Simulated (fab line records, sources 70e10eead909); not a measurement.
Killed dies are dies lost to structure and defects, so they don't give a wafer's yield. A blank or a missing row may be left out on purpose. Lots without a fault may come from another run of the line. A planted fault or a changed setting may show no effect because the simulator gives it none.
A struck lot beside a sound one | flow nand_harc | 14 steps out of a route of 1302
Sound: wafers L707.1, L707.5, L707.6. Struck: wafer L700.4. (L700.1, L700.6 of the same lot were not struck and are left out.) The cause comes at the end.
At each step with rows: each side's tool, then ch and its chambers, then its first start. Under that, the readings that differ: sound wafers | struck wafers | difference of the means | sigmas: that difference in standard deviations of wafers without a fault.
alike: readings whose means differ by less than 2 such deviations, and words and numbers that are the same on both sides. not compared: withheld readings, readings that some wafer has no value for, bounds like >300 that may hide the same value, and numbers for which the record gives no deviation and whose values overlap.
The two part at a step that has a row with sigmas, a row that says differs or no value, or rows on one side only. Numbers that don't overlap but have no deviation are shown without sigmas and don't part them. A reading that every wafer of one side lacks parts them only if that side has two wafers or more.

first, 6 steps without rows for these wafers: NHARC_A_CONTACT_COAT_02 (resist thk 90 nm); NHARC_A_CONTACT_SOFTBAKE_03 (time 55 s); NHARC_A_CONTACT_EBR_04; NHARC_A_CONTACT_EXPOSE_05 (exposes mask A CC); NHARC_A_CONTACT_PEB_06 (peb time 65 s); NHARC_A_CONTACT_DEVELOP_07 (develop time 35 s).
NHARC_A_CONTACT_CD_MEAS_08: target cd 200 nm.
  sound on cd_sem-01 ch 0, day 28 11:14; struck on cd_sem-02 ch 0, day 25 04:16
  alike: cd_nm
NHARC_A_CONTACT_OVL_MEAS_09:
  sound on overlay-02, day 28 11:20; struck on overlay-02, day 25 04:21
  reading           | sound       | struck | difference | sigmas
  overlay_y_nm (nm) | 1.2 1.3 1.1 | -0.8   | -2.0       | -3
  alike: overlay_x_nm
NHARC_A_CONTACT_INSPECT_10:
  sound on defect_inspect-02, day 28 11:22; struck on defect_inspect-02, day 25 04:23
  reading          | sound       | struck | difference | sigmas
  raw_defect_count | 151 138 146 | 76     | -69        | -2
NHARC_A_CONTACT_DESCUM_13: chemistry O2, time 3 s.
  sound on rie_diel-12 ch 0,3, day 28 11:26; struck on rie_diel-12 ch 3, day 25 04:27
  reading               | sound             | struck | difference | sigmas
  oes_product_au (a.u.) | 0.994 0.987 1.017 | 0.970  | -0.029     | -3
  alike: chamber_pressure_mTorr, drypump_motor_current_A, rf_vpp_V, showerhead_plenum_p_Torr, throttle_valve_pct
  not compared: rf_hours_counter_h
NHARC_A_CONTACT_ETCH_88: etches the open film in CF4, target depth 39 nm, time 65 s.
  sound on rie_diel-12 ch 0,1,3, day 28 11:31; struck on rie_diel-12 ch 2, day 25 04:32
  alike: chamber_pressure_mTorr, drypump_motor_current_A, oes_product_au, rf_vpp_V, showerhead_plenum_p_Torr, throttle_valve_pct
  not compared: rf_hours_counter_h
NHARC_A_CONTACT_ETCH_89: etches the open film in N2/H2, target depth 260 nm, time 475.3 s.
  sound on rie_diel-12 ch 1,2; struck on rie_diel-12 ch 0
  reading                     | sound       | struck | difference | sigmas
  drypump_motor_current_A (A) | 6.4 5.8 6.4 | 5.2    | -1.0       | -2
  alike: chamber_pressure_mTorr, oes_product_au, rf_vpp_V, showerhead_plenum_p_Torr, throttle_valve_pct
  not compared: rf_hours_counter_h
NHARC_A_CONTACT_ETCH_30: etches the open film in CF4/CHF3, target depth 72.6 nm, time 36.3 s.
  sound on rie_diel-12 ch 0,1, day 28 11:58; struck on rie_diel-12 ch 1, day 25 04:59
  reading               | sound             | struck | difference | sigmas
  oes_product_au (a.u.) | 0.919 0.917 0.936 | 0.821  | -0.103     | -6
  alike: chamber_pressure_mTorr, drypump_motor_current_A, rf_vpp_V, showerhead_plenum_p_Torr, throttle_valve_pct
  not compared: rf_hours_counter_h
NHARC_A_CONTACT_ETCH_31: etches the open film in O2/COS, target depth 2800 nm, time 728 s.
  sound on rie_diel-12 ch 2,3; struck on rie_diel-12 ch 0
  alike: chamber_pressure_mTorr, drypump_motor_current_A, oes_product_au, rf_vpp_V, showerhead_plenum_p_Torr, throttle_valve_pct
  not compared: rf_hours_counter_h

WHERE THEY PART
First at NHARC_A_CONTACT_OVL_MEAS_09; last, within this record, at NHARC_A_CONTACT_ETCH_30. Later steps at which nothing parts them and some readings are alike: NHARC_A_CONTACT_ETCH_31.

WHY: what the simulator had put in
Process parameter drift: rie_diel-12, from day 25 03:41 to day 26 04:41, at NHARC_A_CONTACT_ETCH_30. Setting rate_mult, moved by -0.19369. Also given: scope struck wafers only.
